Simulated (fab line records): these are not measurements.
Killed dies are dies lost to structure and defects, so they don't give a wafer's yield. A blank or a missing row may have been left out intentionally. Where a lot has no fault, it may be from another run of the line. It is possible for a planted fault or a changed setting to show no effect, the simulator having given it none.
fab line records ; flow n5-finfet
record lots=7; wafers=21
route steps=1938 shown SDB@349 HKMG_FIN@392 GATE_CUT@490 MOL_CONTACT_COAG@615 BEOL_M0_SAQP@633
start-h: the number of hours between the record's first day and the start of the first shown wafer of the lot ; wait-h: hours since the lot's step before ; " same as the row above ; L1.1+2: one row covering several wafers at once ; - no value, or no start was given ; * or withheld: withheld ; < > ~ a bound
route shown NAME@n: a module of which the file shows steps, and the number in the route of the first ; usual: mean and standard deviation over wafers with no fault ; same: alike in all rows ; chamber/n: place in a boat ; sites: each site's reading ; _std_site: how widely they spread, as a standard deviation ; _edge_site: inner sites' mean taken away from outer sites' mean ; radius-mm: for every site, how far away it sits from the centre of the wafer ; mask NAME#n: copy n ; behind: the most recent tool/chamber to have shaped the wafer ; hold: the reason the lot was held/the length of the hold in hours/how it ended ; device: the transistor (n, p or np) that didn't switch ; end of line: tests of these same wafers at the route's end ; a step without rows: its recipe alone ; killed: dies that structure and defects cost at the first sort, which is not the same as the wafer's yield ; map: dies across one wafer; x = killed, . = not, _ = none there
set.NAME: the run value of the setting; set.NAME@STEP: its run value at that earlier step ; model.NAME: the simulator's own value behind a step, which no gauge read
lots whose settings were changed on purpose; a table a step, a row a wafer
## steps
# step N5_SDB_COAT_04
# recipe resist=SiARC; temp-c=220; time-s=60; spin-rpm=1500; resist-thk-nm=18
lot.wafer;tool;chamber;start-h;wait-h;set.spin-rpm;model.SiARC_of_SDB_COAT_04.thk-nm
L075.1+5;litho-track-04;0;-;-;1500;18
L075.2;litho-track-04;0;-;-;1342;19
L076.3+6;litho-track-05;0;-;-;1625;17.2
L076.4;litho-track-05;0;-;-;1500;18
L082.1+6;litho-track-04;0;-;-;1500;18
L082.4;litho-track-04;0;-;-;1562;17.6
L084.1;litho-track-04;0;-;-;1500;18
L084.3+4;litho-track-04;0;-;-;1383;18.8
L086.2+6;litho-track-05;0;-;-;1500;18
L086.3;litho-track-05;0;-;-;1658;17.2
L091.3;litho-track-03;0;-;-;1630;17.4
L091.4+6;litho-track-03;0;-;-;1500;18
L096.1+4+5;litho-track-04;0;-;-;1500;18
# step N5_SDB_COAT_05
# recipe resist=CAR-ArF; spin-rpm=1500; resist-thk-nm=90
# step N5_SDB_EBR_07
# recipe solvent=PGMEA; ebr-width-mm=1.5
# step N5_SDB_DESCUM_16
# recipe chemistry=O2; time-s=7.9; source-power-w=50; bias-power-w=20; pressure-mtorr=20; rf-frequency-hz=2.712e+07; temp-c=40; resist=CAR-ArF; o2-flow-sccm=225
# step N5_SDB_ETCH_17
# recipe chemistry=CF4; target=SiARC; target-depth-a=234; mask-material=CAR-ArF; time-s=39; ion-energy-ev=80; pressure-mtorr=40; source-w=545; bias-w=36; Ar_flow_sccm=100; cf4-flow-sccm=100; ends=cleared
lot.wafer;tool;chamber;start-h;wait-h;set.spin-rpm@SDB_COAT_04;model.CAR-ArF_of_SDB_COAT_05.thk-nm;model.etch.depth-nm
L075.1;rie-diel-05;1;70.89;0.0;1500;66.4;18
L075.2;rie-diel-05;2;70.89;0.0;1342;65.4;19.07
L075.5;rie-diel-05;3;70.89;0.0;1500;66.4;18.03
L076.3;rie-diel-01;3;78.46;0.0;1625;67;17.23
L076.4;rie-diel-01;2;78.46;0.0;1500;66.8;17.97
L076.6;rie-diel-01;3;78.46;0.0;1625;67.4;17.25
L082.1;rie-diel-03;2;114.16;0.0;1500;66.8;17.94
L082.4;rie-diel-03;1;114.16;0.0;1562;67;17.58
L082.6;rie-diel-03;3;114.16;0.0;1500;66.6;17.93
L084.1;rie-diel-05;3;125.60;0.0;1500;67.4;18.03
L084.3;rie-diel-05;0;125.60;0.0;1383;66.4;18.76
L084.4;rie-diel-05;1;125.60;0.0;1383;66.6;18.71
L086.2;rie-diel-05;1;140.14;0.0;1500;66.4;18.04
L086.3;rie-diel-05;2;140.14;0.0;1658;67.4;17.15
L086.6;rie-diel-05;2;140.14;0.0;1500;66.6;18.05
L091.3;rie-diel-01;1;169.83;0.0;1630;67.6;17.31
L091.4;rie-diel-01;0;169.83;0.0;1500;66.8;18
L091.6;rie-diel-01;0;169.83;0.0;1500;66.8;17.99
L096.1;rie-diel-01;0;199.02;0.0;1500;66.6;18.03
L096.4;rie-diel-01;0;199.02;0.0;1500;66.4;18
L096.5;rie-diel-01;3;199.02;0.0;1500;66.6;17.99
# step N5_SDB_ETCH_18
# recipe chemistry=N2/H2; target=SOC; target-depth-a=1000; overetch-a=200; mask-material=SiARC; temp-c=40; time-s=150; ion-energy-ev=200; pressure-mtorr=30; source-w=840; bias-w=150; n2-flow-sccm=200; h2-flow-sccm=200
lot.wafer;tool;chamber;start-h;wait-h;set.spin-rpm@SDB_COAT_04;model.SiARC_of_SDB_COAT_04.thk-nm
L075.1+5;rie-diel-05;1,3;70.92;0.0;1500;12.8
L075.2;rie-diel-05;2;70.92;0.0;1342;13.8
L076.3+6;rie-diel-01;3;78.50;0.0;1625;12
L076.4;rie-diel-01;2;78.50;0.0;1500;12.6
L082.1;rie-diel-03;2;114.20;0.0;1500;12.8
L082.4;rie-diel-03;1;114.20;0.0;1562;12.2
L082.6;rie-diel-03;3;114.20;0.0;1500;12.6
L084.1;rie-diel-05;3;125.64;0.0;1500;12.8
L084.3;rie-diel-05;0;125.64;0.0;1383;13.4
L084.4;rie-diel-05;1;125.64;0.0;1383;13.6
L086.2;rie-diel-05;1;140.18;0.0;1500;13
L086.3;rie-diel-05;2;140.18;0.0;1658;12
L086.6;rie-diel-05;2;140.18;0.0;1500;12.8
L091.3;rie-diel-01;1;169.87;0.0;1630;12
L091.4+6;rie-diel-01;0;169.87;0.0;1500;12.8
L096.1;rie-diel-01;0;199.05;0.0;1500;13
L096.4+5;rie-diel-01;0,3;199.05;0.0;1500;12.8
# step N5_SDB_STRIP_19
# recipe chemistry=N2/H2; temp-c=40; n2-flow-sccm=200; h2-flow-sccm=200; rf-frequency-hz=6e+07
# step N5_SDB_STRIP_21
# recipe chemistry=CF4; resist=SiARC; power-w=300; bias-power-w=75; pressure-mtorr=50; cf4-flow-sccm=150; rf-frequency-hz=6e+07
# step N5_SDB_HM_OPEN_20
# recipe chemistry=CH3F/O2; target=SiNx; mask-material=SOC; target-depth-a=240; stop-on=poly-Si; over-etch-frac=0.4; ion-energy-ev=120; pressure-mtorr=30; source-w=395; bias-w=73; Ar_flow_sccm=150; CH3F_flow_sccm=30; O2_flow_sccm=20
lot.wafer;tool;chamber;start-h;wait-h;set.time-s@SDB_HM_DEP_00;model.etch.depth-nm
L075.1;rie-diel-05;1;71.08;0.0;35.3;24.17
L075.2;rie-diel-05;2;71.08;0.0;35.3;23.84
L075.5;rie-diel-05;3;71.08;0.0;31.89;20.83
L076.3;rie-diel-01;3;78.65;0.0;35.3;23.2
L076.4;rie-diel-01;2;78.65;0.0;35.3;23.68
L076.6;rie-diel-01;3;78.65;0.0;35.3;24.16
L082.1;rie-diel-03;2;114.35;0.0;35.3;23.16
L082.4;rie-diel-03;1;114.35;0.0;32.56;20.69
L082.6;rie-diel-03;3;114.35;0.0;35.3;24.11
L084.1;rie-diel-05;3;125.80;0.0;35.3;23.54
L084.3;rie-diel-05;0;125.80;0.0;40.23;29.81
L084.4;rie-diel-05;1;125.80;0.0;35.3;23.63
L086.2;rie-diel-05;1;140.33;0.0;35.3;23.96
L086.3;rie-diel-05;2;140.33;0.0;35.3;23.2
L086.6;rie-diel-05;2;140.33;0.0;35.3;23.3
L091.3;rie-diel-01;1;170.02;0.0;35.3;23.64
L091.4;rie-diel-01;0;170.02;0.0;30.34;20.24
L091.6;rie-diel-01;0;170.02;0.0;35.3;24.98
L096.1;rie-diel-01;0;199.21;0.0;35.3;22.96
L096.4;rie-diel-01;0;199.21;0.0;35.3;23.88
L096.5;rie-diel-01;3;199.21;0.0;35.3;23.64
# step N5_SDB_STRIP_22
# recipe chemistry=N2/H2; power-w=1000; temp-c=250; h2-frac=0.65; overash-fraction=0.3; pressure-mtorr=withheld; n2-flow-sccm=1750; h2-flow-sccm=3250
# step N5_SDB_PRECLEAN_23
# recipe chemistry=dHF; time-s=30; temp-c=25; dilution=withheld
# step N5_SDB_DUMMY_REMOVE_24
# recipe chemistry=TMAH; temp-c=70; target=poly-Si; stop-on=SiO2; target-depth-nm=142; conc-wt-pct=5; time-s=57; dry=ipa-marangoni; rinse-time-s=30; rinse-temp-c=23
# step N5_SDB_ETCH_25
# recipe chemistry=C4F6/O2; target=SiO2; target-depth-a=100; time-s=3.3; ion-energy-ev=250; mask-material=SiNx; pressure-mtorr=30; source-w=345; bias-w=185; Ar_flow_sccm=300; C4F6_flow_sccm=10; O2_flow_sccm=10
# step N5_SDB_CUT_ETCH_26
# recipe chemistry=HBr/Cl2/O2; target=Si; target-depth-a=1296; bt-time-s=20; mask-material=SiNx; time-s=51.8; ion-energy-ev=*; bias-w=*; pressure-mtorr=10; icp-w=800; HBr_flow_sccm=150; Cl2_flow_sccm=80; O2_flow_sccm=12
lot.wafer;tool;chamber;start-h;wait-h;set.time-s@SDB_HM_DEP_00;model.SiNx_of_SDB_HM_DEP_00.thk-nm
L075.1;rie-si-03;3;71.53;0.1;35.3;22.2
L075.2;rie-si-03;2;71.53;0.1;35.3;21.4
L075.5;rie-si-03;1;71.53;0.1;31.89;18.8
L076.3;rie-si-03;3;79.04;0.1;35.3;21.2
L076.4;rie-si-03;0;79.04;0.1;35.3;22.4
L076.6;rie-si-03;0;79.04;0.1;35.3;22.8
L082.1;rie-si-03;1;114.75;0.1;35.3;21
L082.4;rie-si-03;0;114.75;0.1;32.56;19.2
L082.6;rie-si-03;2;114.75;0.1;35.3;21.6
L084.1;rie-si-05;2;126.62;0.1;35.3;22.4
L084.3;rie-si-05;3;126.62;0.1;40.23;27.4
L084.4;rie-si-05;1;126.62;0.1;35.3;21.8
L086.2;rie-si-03;2;140.76;0.1;35.3;21.4
L086.3;rie-si-03;1;140.76;0.1;35.3;21.2
L086.6;rie-si-03;2;140.76;0.1;35.3;20.8
L091.3;rie-si-03;3;171.33;0.1;35.3;21.4
L091.4;rie-si-03;3;171.33;0.1;30.34;18.2
L091.6;rie-si-03;0;171.33;0.1;35.3;23.4
L096.1;rie-si-03;1;199.73;0.1;35.3;20.8
L096.4;rie-si-03;0;199.73;0.1;35.3;22.6
L096.5;rie-si-03;0;199.73;0.1;35.3;22.2
# step N5_HKMG_FIN_COAT_43
# recipe resist=CAR-ArF; spin-rpm=1500; resist-thk-nm=90
lot.wafer;tool;chamber;start-h;wait-h;set.spin-rpm;model.CAR-ArF_of_HKMG_FIN_COAT_43.thk-nm
L075.1;litho-track-05;0;-;-;1500;89.8
L075.2+5;litho-track-05;0;-;-;1337;95.2
L076.3;litho-track-05;0;-;-;1500;89.8
L076.4;litho-track-05;0;-;-;1665;85.2
L076.6;litho-track-05;0;-;-;1665;85.4
L082.1;litho-track-05;0;-;-;1500;90
L082.4+6;litho-track-05;0;-;-;1500;90.2
L084.1;litho-track-05;0;-;-;1575;87.4
L084.3;litho-track-05;0;-;-;1575;87.6
L084.4;litho-track-05;0;-;-;1500;89.4
L086.2;litho-track-01;0;-;-;1588;87.6
L086.3;litho-track-01;0;-;-;1500;90
L086.6;litho-track-01;0;-;-;1500;90.2
L091.3;litho-track-02;0;-;-;1500;90
L091.4+6;litho-track-02;0;-;-;1500;89.6
L096.1+4+5;litho-track-01;0;-;-;1500;89.8
# step N5_HKMG_FIN_EBR_45
# recipe solvent=PGMEA; ebr-width-mm=1.5
# step N5_HKMG_FIN_SOFTBAKE_44
# recipe temp-c=110; time-s=60; resist=CAR-ArF
# step N5_HKMG_FIN_EXPOSE_46
# recipe mask-id=NDIPOLE; na=1.35; source-shape=conventional; sigma-outer=0.8; polarization=unpolarized; dose-mj=40
# step N5_HKMG_FIN_PEB_47
# recipe peb-temp-c=withheld; peb-time-s=60; resist=CAR-ArF
# step N5_HKMG_FIN_DEVELOP_48
# recipe develop-time-s=30; developer=TMAH; resist=CAR-ArF; rinse-liquid=diw; dry=air-spin; dev-temp-c=23
lot.wafer;tool;chamber;start-h;wait-h;set.spin-rpm@HKMG_FIN_COAT_43;model.CAR-ArF_of_HKMG_FIN_COAT_43.thk-nm
L075.1;litho-track-05;0;-;-;1500;88
L075.2;litho-track-05;0;-;-;1337;93.4
L075.5;litho-track-05;0;-;-;1337;93.6
L076.3;litho-track-05;0;-;-;1500;88.2
L076.4;litho-track-05;0;-;-;1665;83.4
L076.6;litho-track-05;0;-;-;1665;83.6
L082.1+4+6;litho-track-02;0;-;-;1500;88.4
L084.1+3;litho-track-05;0;-;-;1575;85.8
L084.4;litho-track-05;0;-;-;1500;87.6
L086.2;litho-track-05;0;-;-;1588;85.8
L086.3+6;litho-track-05;0;-;-;1500;88.4
L091.3;litho-track-05;0;-;-;1500;88.2
L091.4;litho-track-05;0;-;-;1500;87.8
L091.6;litho-track-05;0;-;-;1500;88
L096.1+5;litho-track-01;0;-;-;1500;88.2
L096.4;litho-track-01;0;-;-;1500;88
# step N5_HKMG_FIN_ETCH_54
# recipe chemistry=CF4; target=SiARC; target-depth-a=455; mask-material=CAR-ArF; time-s=75.8; ion-energy-ev=80; pressure-mtorr=40; source-w=545; bias-w=36; Ar_flow_sccm=100; cf4-flow-sccm=100; ends=cleared
# usual etch-rf-on-time-s=76.0/2.1; rf-vpp-V=184.1/1
lot.wafer;tool;chamber;start-h;wait-h;set.source-w;set.spin-rpm@HKMG_FIN_COAT_43;etch-rf-on-time-s;rf-vpp-V;model.CAR-ArF_of_HKMG_FIN_COAT_43.thk-nm
L075.1;rie-diel-01;2;76.57;0.0;545;1500;73.2;184.8;50.4
L075.2;rie-diel-01;1;76.57;0.0;545;1337;76.2;184.4;56
L075.5;rie-diel-01;3;76.57;0.0;626.8;1337;66.2;176.3;56
L076.3;rie-diel-05;1;84.00;0.0;451.8;1500;93.1;196.2;51
L076.4;rie-diel-05;3;84.00;0.0;451.8;1665;89.9;194.8;46.2
L076.6;rie-diel-05;0;84.00;0.0;545;1665;74.1;185.6;46.2
L082.1;rie-diel-01;2;119.51;0.0;614.8;1500;65.5;175.4;50.8
L082.4;rie-diel-01;0;119.51;0.0;614.8;1500;68.8;175.4;51
L082.6;rie-diel-01;0;119.51;0.0;545;1500;76.9;182.9;51
L084.1;rie-diel-01;1;131.71;0.0;545;1575;75.3;184.3;48.4
L084.3;rie-diel-01;2;131.71;0.0;545;1575;73.0;183.2;48.4
L084.4;rie-diel-01;1;131.71;0.0;545;1500;74.8;183.7;50.4
L086.2;rie-diel-03;1;146.55;0.0;577.3;1588;71.3;180.3;48.6
L086.3;rie-diel-03;2;146.55;0.0;577.3;1500;73.6;180.1;51.2
L086.6;rie-diel-03;1;146.55;0.0;545;1500;75.3;184.9;51.2
L091.3;rie-diel-01;3;176.17;0.0;545;1500;75.1;183.9;50.8
L091.4;rie-diel-01;0;176.17;0.0;578.8;1500;72.0;179.5;50.4
L091.6;rie-diel-01;1;176.17;0.0;578.8;1500;73.4;179.6;50.4
L096.1;rie-diel-03;2;204.57;0.0;545;1500;77.1;184.5;50.8
L096.4;rie-diel-03;1;204.57;0.0;545;1500;75.1;182.0;50.8
L096.5;rie-diel-03;1;204.57;0.0;545;1500;75.6;184.4;50.8
# step N5_GATE_CUT_DESCUM_18
# recipe chemistry=O2; time-s=7; source-power-w=50; bias-power-w=20; pressure-mtorr=20; rf-frequency-hz=2.712e+07; temp-c=40; resist=CAR-EUV; o2-flow-sccm=225
lot.wafer;tool;chamber;start-h;wait-h;set.time-s;model.CAR-EUV_of_GATE_CUT_COAT_07.thk-nm
L075.1+2;rie-diel-04;3,1;89.32;0.1;7;26.2
L075.5;rie-diel-04;2;89.32;0.1;7;26
L076.3;rie-diel-06;3;96.10;0.2;7;26
L076.4;rie-diel-06;0;96.10;0.2;7;26.2
L076.6;rie-diel-06;3;96.10;0.2;8.442;25.2
L082.1+4;rie-diel-06;2,0;131.27;0.2;8.525;25.2
L082.6;rie-diel-06;0;131.27;0.2;7;26
L084.1;rie-diel-06;3;143.37;0.0;7;26
L084.3;rie-diel-06;0;143.37;0.0;7;26.2
L084.4;rie-diel-06;2;143.37;0.0;7.643;25.8
L086.2;rie-diel-06;2;158.98;0.0;7;26
L086.3;rie-diel-06;3;158.98;0.0;7.687;25.8
L086.6;rie-diel-06;3;158.98;0.0;7;26.2
L091.3+6;rie-diel-06;3;188.47;0.2;7;26
L091.4;rie-diel-06;1;188.47;0.2;7;26.2
L096.1+4+5;rie-diel-02;3,0,3;216.52;0.1;7;26
# step N5_GATE_CUT_ETCH_28
# recipe chemistry=N2/H2; target=underlayer; target-depth-a=130; mask-material=CAR-EUV; time-s=10.4; ion-energy-ev=200; pressure-mtorr=30; source-w=840; bias-w=150; n2-flow-sccm=200; h2-flow-sccm=200; ends=cleared
lot.wafer;tool;chamber;start-h;wait-h;set.time-s@GATE_CUT_DESCUM_18;model.CAR-EUV_of_GATE_CUT_COAT_07.thk-nm
L075.1+2;rie-diel-04;3,1;89.35;0.0;7;14.6
L075.5;rie-diel-04;2;89.35;0.0;7;14.4
L076.3+4;rie-diel-06;3,0;96.14;0.0;7;14.6
L076.6;rie-diel-06;3;96.14;0.0;8.442;13.8
L082.1+4;rie-diel-06;2,0;131.31;0.0;8.525;13.8
L082.6;rie-diel-06;0;131.31;0.0;7;14.6
L084.1+3;rie-diel-06;3,0;143.41;0.0;7;14.6
L084.4;rie-diel-06;2;143.41;0.0;7.643;14.4
L086.2;rie-diel-06;2;159.01;0.0;7;14.6
L086.3;rie-diel-06;3;159.01;0.0;7.687;14.4
L086.6;rie-diel-06;3;159.01;0.0;7;14.8
L091.3+6;rie-diel-06;3;188.51;0.0;7;14.8
L091.4;rie-diel-06;1;188.51;0.0;7;14.6
L096.1+4+5;rie-diel-02;3,0,3;216.55;0.0;7;14.6
# step N5_GATE_CUT_ETCH_36
# recipe chemistry=CF4; target=SiARC; target-depth-a=130; mask-material=CAR-EUV; time-s=21.7; ion-energy-ev=80; pressure-mtorr=40; source-w=545; bias-w=36; Ar_flow_sccm=100; cf4-flow-sccm=100; ends=cleared
lot.wafer;tool;chamber;start-h;wait-h;set.time-s@GATE_CUT_DESCUM_18;model.CAR-EUV_of_GATE_CUT_COAT_07.thk-nm
L075.1+2;rie-diel-04;3,1;89.37;0.0;7;7
L075.5;rie-diel-04;2;89.37;0.0;7;6.8
L076.3+4;rie-diel-06;3,0;96.16;0.0;7;7
L076.6;rie-diel-06;3;96.16;0.0;8.442;6.2
L082.1;rie-diel-06;2;131.32;0.0;8.525;6.2
L082.4;rie-diel-06;0;131.32;0.0;8.525;6
L082.6;rie-diel-06;0;131.32;0.0;7;7
L084.1+3;rie-diel-06;3,0;143.43;0.0;7;7
L084.4;rie-diel-06;2;143.43;0.0;7.643;6.6
L086.2+6;rie-diel-06;2,3;159.03;0.0;7;7
L086.3;rie-diel-06;3;159.03;0.0;7.687;6.6
L091.3+4+6;rie-diel-06;3,1,3;188.53;0.0;7;7
L096.1+5;rie-diel-02;3;216.57;0.0;7;7
L096.4;rie-diel-02;0;216.57;0.0;7;6.8
# step N5_MOL_CONTACT_COAG_VIA_ETCH_117
# recipe chemistry=C4F6/O2; target-depth-a=400; overetch-a=80; mask-material=SOC; target=SiO2; bias-w=455; pressure-mtorr=10; time-s=26; source-w=325; Ar_flow_sccm=300; C4F6_flow_sccm=10; O2_flow_sccm=10; ion-energy-ev=575.3; ends=end-point
# usual rf-vpp-V=1593/35
lot.wafer;tool;chamber;start-h;wait-h;set.bias-w;rf-vpp-V
L075.1;rie-diel-01;3;108.77;0.0;455;1550
L075.2;rie-diel-01;2;108.77;0.0;483.9;1634
L075.5;rie-diel-01;2;108.77;0.0;483.9;1633
L076.3;rie-diel-05;0;112.89;0.0;532;1814
L076.4;rie-diel-05;2;112.89;0.0;455;1646
L076.6;rie-diel-05;0;112.89;0.0;532;1812
L082.1;rie-diel-01;0;148.26;0.0;477.4;1620
L082.4;rie-diel-01;3;148.26;0.0;455;1551
L082.6;rie-diel-01;2;148.26;0.0;477.4;1618
L084.1;rie-diel-03;3;164.98;0.0;455;1532
L084.3;rie-diel-03;0;164.98;0.0;399.9;1466
L084.4;rie-diel-03;2;164.98;0.0;399.9;1439
L086.2;rie-diel-05;0;178.80;0.0;455;1616
L086.3;rie-diel-05;1;178.80;0.0;408.7;1521
L086.6;rie-diel-05;0;178.80;0.0;455;1616
L091.3;rie-diel-03;2;204.06;0.0;521.9;1756
L091.4;rie-diel-03;0;204.06;0.0;521.9;1786
L091.6;rie-diel-03;2;204.06;0.0;455;1585
L096.1;rie-diel-05;1;231.07;0.0;455;1645
L096.4;rie-diel-05;3;231.07;0.0;455;1630
L096.5;rie-diel-05;0;231.07;0.0;455;1614
# step N5_BEOL_M0_SAQP_ILD_DEP_01
# recipe material=SiOC; target-thk-a=454.19; temp-c=350; precursor=DEMS/O2; pressure-torr=5; rf-w=500; time-s=8.7
lot.wafer;tool;chamber;start-h;wait-h;set.time-s;model.SiOC_of_BEOL_M0_SAQP_ILD_DEP_01.thk-nm
L075.1;pecvd-02;1;113.29;0.0;9.758;50.6
L075.2;pecvd-02;0;113.29;0.0;8.7;45.4
L075.5;pecvd-02;0;113.29;0.0;9.758;51.2
L076.3;pecvd-04;1;117.40;0.0;8.254;43.6
L076.4;pecvd-04;2;117.40;0.0;8.7;46
L076.6;pecvd-04;1;117.40;0.0;8.7;47
L082.1;pecvd-01;1;152.78;0.0;7.777;40.2
L082.4;pecvd-01;0;152.78;0.0;7.777;40.8
L082.6;pecvd-01;2;152.78;0.0;8.7;45.4
L084.1;pecvd-02;2;169.50;0.0;8.7;45.4
L084.3+4;pecvd-02;2,1;169.50;0.0;8.7;46.4
L086.2;pecvd-01;1;185.48;0.0;8.7;45.2
L086.3;pecvd-01;0;185.48;0.0;8.7;45
L086.6;pecvd-01;2;185.48;0.0;8.7;45.6
L091.3;pecvd-02;0;208.57;0.0;9.405;48.8
L091.4;pecvd-02;0;208.57;0.0;9.405;49.6
L091.6;pecvd-02;1;208.57;0.0;8.7;46.8
L096.1;pecvd-01;2;236.38;0.0;8.7;45.6
L096.4;pecvd-01;2;236.38;0.0;8.7;46.2
L096.5;pecvd-01;1;236.38;0.0;8.7;47
## key
split step=N5_SDB_COAT_04; setting=spin-rpm; stated=1500; by=wafer
response step=N5_SDB_COAT_04; reading=model.SiARC_of_SDB_COAT_04.thk-nm; change=-0.0871; per=1%; r=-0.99
response step=N5_SDB_ETCH_17; reading=model.CAR-ArF_of_SDB_COAT_05.thk-nm; change=+0.0867; per=1%; r=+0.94
response step=N5_SDB_ETCH_17; reading=model.etch.depth-nm; change=-0.0886; per=1%; r=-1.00
response step=N5_SDB_ETCH_18; reading=model.SiARC_of_SDB_COAT_04.thk-nm; change=-0.0888; per=1%; r=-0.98
split step=N5_HKMG_FIN_COAT_43; setting=spin-rpm; stated=1500; by=wafer
response step=N5_HKMG_FIN_COAT_43; reading=model.CAR-ArF_of_HKMG_FIN_COAT_43.thk-nm; change=-0.443; per=1%; r=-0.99
response step=N5_HKMG_FIN_DEVELOP_48; reading=model.CAR-ArF_of_HKMG_FIN_COAT_43.thk-nm; change=-0.455; per=1%; r=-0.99
response step=N5_HKMG_FIN_ETCH_54; reading=model.CAR-ArF_of_HKMG_FIN_COAT_43.thk-nm; change=-0.465; per=1%; r=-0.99
split step=N5_HKMG_FIN_ETCH_54; setting=source-w; stated=545; by=wafer
response step=N5_HKMG_FIN_ETCH_54; reading=etch-rf-on-time-s; change=*; per=1%; r=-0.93
response step=N5_HKMG_FIN_ETCH_54; reading=rf-vpp-V; change=-0.589; per=1%; r=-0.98
split step=N5_GATE_CUT_DESCUM_18; setting=time-s; stated=7; by=wafer
response step=N5_GATE_CUT_DESCUM_18; reading=model.CAR-EUV_of_GATE_CUT_COAT_07.thk-nm; change=-0.0386; per=1%; r=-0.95
response step=N5_GATE_CUT_ETCH_28; reading=model.CAR-EUV_of_GATE_CUT_COAT_07.thk-nm; change=-0.0358; per=1%; r=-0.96
response step=N5_GATE_CUT_ETCH_36; reading=model.CAR-EUV_of_GATE_CUT_COAT_07.thk-nm; change=-0.0405; per=1%; r=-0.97
split step=N5_MOL_CONTACT_COAG_VIA_ETCH_117; setting=bias-w; stated=455; by=wafer
response step=N5_MOL_CONTACT_COAG_VIA_ETCH_117; reading=rf-vpp-V; change=+10.2; per=1%; r=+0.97
split step=N5_BEOL_M0_SAQP_ILD_DEP_01; setting=time-s; stated=8.7; by=wafer
response step=N5_BEOL_M0_SAQP_ILD_DEP_01; reading=model.SiOC_of_BEOL_M0_SAQP_ILD_DEP_01.thk-nm; change=+0.435; per=1%; r=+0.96
split outside-this-file step=N5_SDB_HM_DEP_00 setting=time-s
# split outside-this-file: this setting was split too, and the file shows its column; the key of that split is in another file
